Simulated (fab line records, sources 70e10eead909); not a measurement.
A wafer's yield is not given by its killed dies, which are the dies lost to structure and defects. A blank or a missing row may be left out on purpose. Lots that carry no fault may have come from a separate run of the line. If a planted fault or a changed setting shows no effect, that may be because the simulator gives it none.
fab line records	flow nandHarc
record: lots: 7	wafers: 18	lastDay: 32
route steps=1302 shown A_WL_FILL@956 END@1302
lots that met no fault: taken from a fault-free run of the same line
startH: hours from the record's first day to the start of the lot's first wafer shown	waitH: time in hours since the lot's previous step	" as in the row above	L1.1+2: a single row standing in for several wafers	- either no value or no given start	* or withheld: withheld	< > ~ a bound
route shown NAME@n: NAME is a module with steps in the file, n the number in the route of the first one	usual: the fault-free wafers' mean and standard deviation	same: alike in all rows	chamber/n: place in a boat	sites: readings site by site	_std_site: standard deviation across them	_edge_site: mean of outer sites minus mean of inner sites	radiusMm: for every site, how far away it sits from the centre of the wafer	mask NAME#n: copy n	behind: tool/chamber where the wafer was last shaped	hold: the reason the lot was held/the length of the hold in hours/how it ended	device: transistor that didn't switch, given as n, p or np	end of line: the tests these same wafers got at the end of their route	where a step has no rows: the recipe by itself	killed: dies that structure and defects cost at the first sort, which is not the same as the wafer's yield	map: a wafer's dies, x killed, . not, _ none there
set.NAME: the setting as run; set.NAME@STEP: as run at that earlier step	model.NAME: the simulator's own value behind a step, which no gauge read
certain route steps with their lots: each step a table, each wafer a row
services: from which hour (startH, from the record's first day; less than 0 if before it) a tool's chamber was out of use, for how many hours, and why
== steps ==
step: NHARC_A_WL_FILL_CVD_03
recipe: targetThkA: 400	tempC: 300	pressureTorr: 40	wf6FlowSccm: 40	h2FlowSccm: 1600	arFlowSccm: 1560	timeS: 279	material: W
usual: heaterPowerW: 490/33	throttleValvePct: 7.90/0.24
same: timeS: 279
lot.wafer	tool	chamber	startH	waitH	heaterPowerW	throttleValvePct
L235.2	cvdW-02	1	476.08	0.1	434	8.08
L235.4	"	1	"	"	457	8.25
L235.3	"	0	"	"	513	7.72
L240.3	cvdW-02	0	505.07	0.2	521	7.66
L240.4	"	1	"	"	434	8.20
L240.6	"	1	"	"	436	7.97
L247.1	cvdW-01	0	577.10	0.1	507	7.83
L247.4	"	0	"	"	510	7.58
L248.2	cvdW-02	1	577.27	0.1	436	8.12
L248.1	"	0	"	"	514	7.55
L248.6	"	1	"	"	442	8.01
L246.1	cvdW-02	1	582.95	0.1	443	8.19
L246.3	"	0	"	"	523	7.64
L249.1	cvdW-01	1	611.79	0.1	506	7.90
L249.3	"	0	"	"	515	7.83
L255.2	cvdW-02	0	666.30	0.1	524	8.08
L255.1	"	1	"	"	459	8.56
L255.3	"	0	"	"	528	7.60
step: NHARC_A_WL_FILL_ETCHBACK_04
recipe: targetDepthA: 600	timeS: 120	chemistry: NF3
usual: drypumpMotorCurrentA: 5.83/0.25	heBacksideLeakSccm: 3.4/0.32	oesProductAu: 0.999/0.011	runLengthS: 141.35/0.27
same: timeS: 120
lot.wafer	tool	chamber	startH	waitH	drypumpMotorCurrentA	heBacksideLeakSccm	oesProductAu	rfHoursCounterH	runLengthS
L235.2	rieMetal-01	0	476.46	0.3	6.12	3.3	1.008	0.9	142.06
L235.4	"	0	"	"	6.15	3.2	1.000	-	141.56
L235.3	"	1	"	"	5.63	3.3	1.014	-	141.26
L240.3	rieMetal-03	0	505.40	0.3	5.83	3.6	1.004	-	141.62
L240.4	"	1	"	"	5.91	3.1	1.016	-	141.18
L240.6	"	0	"	"	5.83	3.7	1.004	-	140.97
L247.1	rieMetal-02	1	577.51	0.4	5.45	3.1	0.999	1.9	140.98
L247.4	"	1	"	"	5.45	3.1	0.995	-	141.19
L248.2	rieMetal-03	1	577.64	0.3	5.96	3.0	1.000	0.8	141.01
L248.1	"	0	"	"	5.84	4.0	0.992	0.8	141.17
L248.6	"	1	"	"	5.98	2.8	0.998	-	141.26
L246.1	rieMetal-03	1	583.27	0.3	5.99	3.3	1.003	1.1	141.49
L246.3	"	0	"	"	5.82	3.6	0.996	-	141.78
L249.1	rieMetal-03	0	612.16	0.3	5.82	3.7	0.991	1.4	141.03
L249.3	"	1	"	"	5.91	3.0	1.004	-	140.89
L255.2	rieMetal-01	0	666.67	0.3	6.15	3.1	1.009	1.7	141.40
L255.1	"	1	"	"	5.63	3.2	1.004	1.7	141.49
L255.3	"	0	"	"	6.19	3.1	1.016	-	141.70
step: NHARC_A_WL_FILL_ETCHBACK_05
recipe: targetDepthA: 220	timeS: 60	tempC: 40	chemistry: Cl2/BCl3
usual: drypumpMotorCurrentA: 5.83/0.24	heBacksideLeakSccm: 3.4/0.39	oesProductAu: 1.000/0.011	runLengthS: 81.36/0.28
same: timeS: 60
lot.wafer	tool	chamber	startH	waitH	drypumpMotorCurrentA	heBacksideLeakSccm	oesProductAu	rfHoursCounterH	runLengthS
L235.2	rieMetal-01	1	476.70	0.2	5.65	3.2	1.024	1.0	81.79
L235.4	"	1	"	"	5.64	3.2	1.025	-	81.67
L235.3	"	0	"	"	6.14	3.1	1.007	-	81.26
L240.3	rieMetal-03	1	505.60	0.2	5.92	3.0	1.021	-	81.56
L240.4	"	0	"	"	5.80	3.5	0.993	-	81.17
L240.6	"	1	"	"	5.87	3.1	1.019	-	80.93
L247.1	rieMetal-02	1	577.73	0.2	5.45	3.1	0.998	2.0	81.01
L247.4	"	1	"	"	5.44	3.2	1.003	-	81.42
L248.1	rieMetal-03	1	577.89	0.2	5.94	3.1	1.005	1.0	80.94
L248.2	"	0	"	"	5.80	3.4	0.988	1.0	81.07
L248.6	"	1	"	"	5.93	3.3	0.996	-	81.12
L246.1	rieMetal-03	1	583.53	0.2	5.91	3.0	1.000	1.2	81.24
L246.3	"	0	"	"	5.81	3.8	0.989	-	81.39
L249.1	rieMetal-03	0	612.41	0.2	5.82	3.4	0.995	1.5	81.44
L249.3	"	0	"	"	5.83	3.7	0.991	-	81.07
L255.1	rieMetal-01	1	666.91	0.2	5.64	3.2	1.004	1.8	81.36
L255.2	"	0	"	"	6.15	3.0	0.995	1.8	81.58
L255.3	"	0	"	"	6.16	3.1	0.997	-	81.33
step: NHARC_A_WL_FILL_STRIP_27
recipe: powerW: 1500	tempC: 250	timeS: 20	chemistry: N2/H2
usual: drypumpMotorCurrentA: 6.1/0.63	heaterPowerW: 328/17
same: timeS: 20
lot.wafer	tool	chamber	startH	waitH	drypumpMotorCurrentA	heaterPowerW	rfHoursCounterH
L235.2	plasmaAsher-01	0	476.86	0.1	6.3	323	25
L235.4	"	1	"	"	5.1	303	-
L235.3	"	0	"	"	6.2	322	-
L240.3	plasmaAsher-01	0	505.76	0.1	6.2	330	-
L240.4	"	1	"	"	5.0	304	-
L240.6	"	1	"	"	5.0	307	-
L247.1	plasmaAsher-02	1	577.86	0.1	6.7	347	30
L247.4	"	0	"	"	6.3	346	-
L248.2	plasmaAsher-01	1	578.02	0.1	5.0	316	8
L248.1	"	0	"	"	6.2	314	8
L248.6	"	1	"	"	5.0	316	-
L246.1	plasmaAsher-01	1	583.65	0.1	5.0	315	9
L246.3	"	0	"	"	6.2	316	-
L249.1	plasmaAsher-01	1	612.54	0.1	5.0	315	16
L249.3	"	1	"	"	5.1	316	-
L255.1	plasmaAsher-01	0	667.05	0.1	6.2	323	30
L255.2	"	1	"	"	5.1	317	30
L255.3	"	0	"	"	6.2	323	-
step: NHARC_A_WL_FILL_STRIP_28
recipe: timeS: 1200	tempC: 72.5	chemistry: postEtchResidueRemover
step: NHARC_A_WL_FILL_PRECLEAN_06
recipe: timeS: 300	chemistry: DIW
step: NHARC_A_WL_FILL_SRD_07
step: NHARC_A_WL_FILL_ANNEAL_08
recipe: tempC: 450	timeS: 1800
step: NHARC_A_WL_FILL_ALD_10
recipe: targetThkA: 500	pulseTimeS: 10	aldCycles: 500	tempC: 300	material: SiO2
step: NHARC_A_WL_FILL_ETCHBACK_16
recipe: targetDepthA: 1200	timeS: 24	c4f8FlowSccm: withheld	o2FlowSccm: 8	arFlowSccm: withheld	rfW: 600	biasW: 800	chemistry: C4F8/O2/Ar
usual: oesProductAu: 0.98/0.031	rfVppV: 722/4.4	runLengthS: 45.1/0.46
same: timeS: 24
lot.wafer	tool	chamber	startH	waitH	oesProductAu	rfHoursCounterH	rfVppV	runLengthS
L235.2	rieDiel-12	3	-	-	0.99	0.9	721	44.9
L235.3	"	0	"	"	0.98	0.8	717	45.5
L235.4	"	1	"	"	1.00	0.9	725	45.2
L240.4	rieDiel-04	1	-	-	0.99	6.1	727	44.7
L240.3	"	2	"	"	0.96	6.9	724	45.7
L240.6	"	0	"	"	0.97	-	727	44.8
L248.1	rieDiel-04	2	-	-	1.00	3.0	723	46.1
L248.2	"	1	"	"	1.00	2.2	728	45.2
L248.6	"	3	"	"	1.01	-	729	45.1
L247.1	rieDiel-13	3	-	-	0.99	2.1	721	44.9
L247.4	"	2	"	"	1.01	2.2	716	44.3
L246.1	rieDiel-12	3	-	-	1.00	3.5	721	44.9
L246.3	"	1	"	"	1.01	3.9	726	45.2
L249.3	rieDiel-04	0	-	-	0.99	3.9	729	44.8
L249.1	"	2	"	"	0.99	4.3	723	45.4
L255.2	rieDiel-13	3	-	-	0.96	4.4	722	44.6
L255.3	"	1	"	"	0.96	5.4	717	45.4
L255.1	"	2	"	"	0.97	4.9	716	44.8
step: NHARC_A_WL_FILL_STRIP_29
recipe: timeS: 20	o2FlowSccm: 500	arFlowSccm: 0	biasW: 0	chemistry: O2
step: NHARC_A_WL_FILL_ETCHBACK_17
recipe: targetDepthA: 40	timeS: 26.7	chemistry: Cl2/BCl3
usual: drypumpMotorCurrentA: 5.85/0.23	heBacksideLeakSccm: 3.31/0.25	oesProductAu: 1.002/0.011	runLengthS: 48.09/0.3
lot.wafer	tool	chamber	startH	waitH	drypumpMotorCurrentA	heBacksideLeakSccm	oesProductAu	rfHoursCounterH	runLengthS
L235.2	rieMetal-03	0	485.51	-	5.81	3.39	0.993	2.4	47.81
L235.4	"	1	"	"	5.99	2.79	1.013	-	48.11
L235.3	"	0	"	"	5.84	3.58	0.989	-	47.71
L240.4	rieMetal-01	1	516.52	-	5.65	3.19	1.005	-	48.48
L240.3	"	0	"	"	6.12	3.12	1.007	-	48.25
L240.6	"	0	"	"	6.13	3.10	1.005	-	48.00
L248.1	rieMetal-01	1	587.60	-	5.62	3.28	1.013	0	48.05
L248.2	"	0	"	"	6.14	3.04	1.015	0	48.53
L248.6	"	1	"	"	5.63	3.29	1.018	-	48.66
L247.1	rieMetal-03	0	587.65	-	5.79	3.47	1.000	1.3	45.99
L247.4	"	1	"	"	5.95	2.99	1.005	-	47.71
L246.1	rieMetal-03	0	593.75	-	5.83	3.40	0.985	1.3	45.99
L246.3	"	0	"	"	5.83	3.35	0.981	-	45.67
L249.1	rieMetal-03	1	625.40	-	5.91	3.06	1.006	1.6	45.50
L249.3	"	1	"	"	5.93	3.05	1.014	-	45.91
L255.2	rieMetal-01	0	680.21	-	6.10	3.32	1.010	1.9	48.09
L255.1	"	1	"	"	5.65	3.14	1.008	1.9	48.01
L255.3	"	1	"	"	5.64	3.10	1.017	-	48.00
step: NHARC_A_WL_FILL_PRECLEAN_18
recipe: timeS: 30	chemistry: dHF
step: NHARC_END_SORT_01
recipe: tempC: 25
usual: killedAtArray: 50/20	killedAtOther: 1.2/1.5	killedAtPeriphery: 3.6/2.6	killedDies: 55/20	killedOpen: 3.4/2	killedShort: 2.7/1.6
same: grossDies: 677
lot.wafer	tool	chamber	startH	waitH	killedAtArray	killedAtOther	killedAtPeriphery	killedDies	killedOpen	killedShort
L240.3	prober-01	0	597.13	3.1	63	1	0	64	4	1
L240.4	prober-01	0	597.92	3.4	84	0	1	85	3	4
L240.6	prober-01	0	599.50	3.9	74	0	4	78	1	5
L247.1	prober-01	0	672.27	2.5	23	2	2	27	2	4
L247.4	prober-01	0	674.65	3.4	38	1	1	40	7	0
killed by level:class
L240.3 A_CHANNEL_HOLE_D2:chamberFilmFlake=34 A_STAIRCASE:chamberFilmFlake=12 A_SLIT:chamberFilmFlake=6 A_CHANNEL_HOLE_D1:chamberFilmFlake=4 A_CONTACT:chamberFilmFlake=3 A_CONTACT:geometricParticle:open=2 A_DECK1_JOINT:geometricParticle:short=1 A_WL_FILL:geometricParticle:open=1
L240.4 A_CHANNEL_HOLE_D2:chamberFilmFlake=36 A_SLIT:chamberFilmFlake=30 A_STAIRCASE:chamberFilmFlake=6 A_ZERO_WELL:chamberFilmFlake=2 A_DECK1_JOINT:geometricParticle:short=1 A_CHANNEL_HOLE_D2:geometricParticle:short=1 A_SGD_CUT:geometricParticle:open=1 A_SGD_CUT:geometricParticle:short=1
L240.6 A_SLIT:chamberFilmFlake=26 A_CHANNEL_HOLE_D2:chamberFilmFlake=24 A_STAIRCASE:chamberFilmFlake=7 A_CONTACT:chamberFilmFlake=6 P_GATE:chamberFilmFlake=2 A_ZERO_WELL:chamberFilmFlake=2 A_CHANNEL_HOLE_D1:chamberFilmFlake=2 P_STI:geometricParticle:short=1
L247.1 A_CHANNEL_HOLE_D2:chamberFilmFlake=6 A_CONTACT:chamberFilmFlake=6 A_ONON_D1:geometricParticle:short=3 A_CHANNEL_HOLE_D1:chamberFilmFlake=2 A_DECK1_JOINT:chamberFilmFlake=2 THIN_TSV:chamberFilmFlake=2 P_CONTACT:geometricParticle:open=1 A_ONON_D1:geometricParticle:open=1
L247.4 A_CHANNEL_HOLE_D2:chamberFilmFlake=20 A_CONTACT:chamberFilmFlake=6 A_ONON_D1:geometricParticle:open=3 A_SLIT:chamberFilmFlake=3 A_CHANNEL_HOLE_D1:chamberFilmFlake=2 P_M0:geometricParticle:open=1 A_WL_FILL:geometricParticle:open=1 A_BLC:geometricParticle:open=1
== services ==
tool	chamber	startH	hours	kind
rieMetal-02	-	454.00	9.0	pm
rieDiel-13	0	482.89	18.1	repair
cvdW-02	0	485.59	4.2	repair
rieDiel-12	0	486.85	2.8	repair
rieMetal-03	1	488.47	2.6	repair
rieMetal-02	-	491.30	0.2	repair
rieDiel-13	-	519.00	9.0	pm
rieMetal-03	-	519.00	9.0	pm
plasmaAsher-01	-	526.32	9.0	pm
rieDiel-04	-	531.90	9.0	pm
rieDiel-13	0	535.53	1.3	repair
rieDiel-12	2	545.47	1.6	repair
rieDiel-04	-	555.64	0.2	repair
rieMetal-01	-	575.00	9.0	pm
rieDiel-04	-	578.71	1.6	repair
rieDiel-04	1	619.84	7.8	repair
rieDiel-12	-	622.42	9.0	pm
cvdW-02	-	631.74	13.0	pm
rieDiel-04	0	651.70	3.0	repair
rieDiel-04	1	651.77	5.4	repair
rieDiel-13	3	659.73	5.7	repair
rieDiel-04	0	665.16	3.0	repair
rieDiel-13	3	671.16	2.4	repair
cvdW-02	-	677.40	0.8	repair
== key ==
firstSign: step: NHARC_A_WL_FILL_ETCHBACK_17	reading: runLengthS	direction: down	sigmas: 7.7	usual: *	struck: *
effect none on later readings
metAt NHARC_A_WL_FILL_ETCHBACK_17
struckWafers L246.1,L246.3,L247.1,L249.1,L249.3
sortLeftOut L249.1,L249.3
testerLeftOut L246,L247,L249
onsetBetween 485.51 587.65
fault: kind: processParameterDrift	tool: rieMetal-03	chamber: -	onsetH: 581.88	steps: NHARC_A_WL_FILL_ETCHBACK_17	channel: timeS	offset: *	shape: step	endH: 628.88	scope: struckWafersOnly	actsIn: *	stated: *
testerLeftOut: of these lots the tester's yield and bins aren't shown, on N5 and GAA mostly nor the transistor test; their killed dies are dies lost to structure and defects alone, not to doping, threshold or leakage, so they don't give the yield
sortLeftOut: the simulated sort isn't trusted on such a fault, so these wafers' sort isn't shown, and their yield isn't known
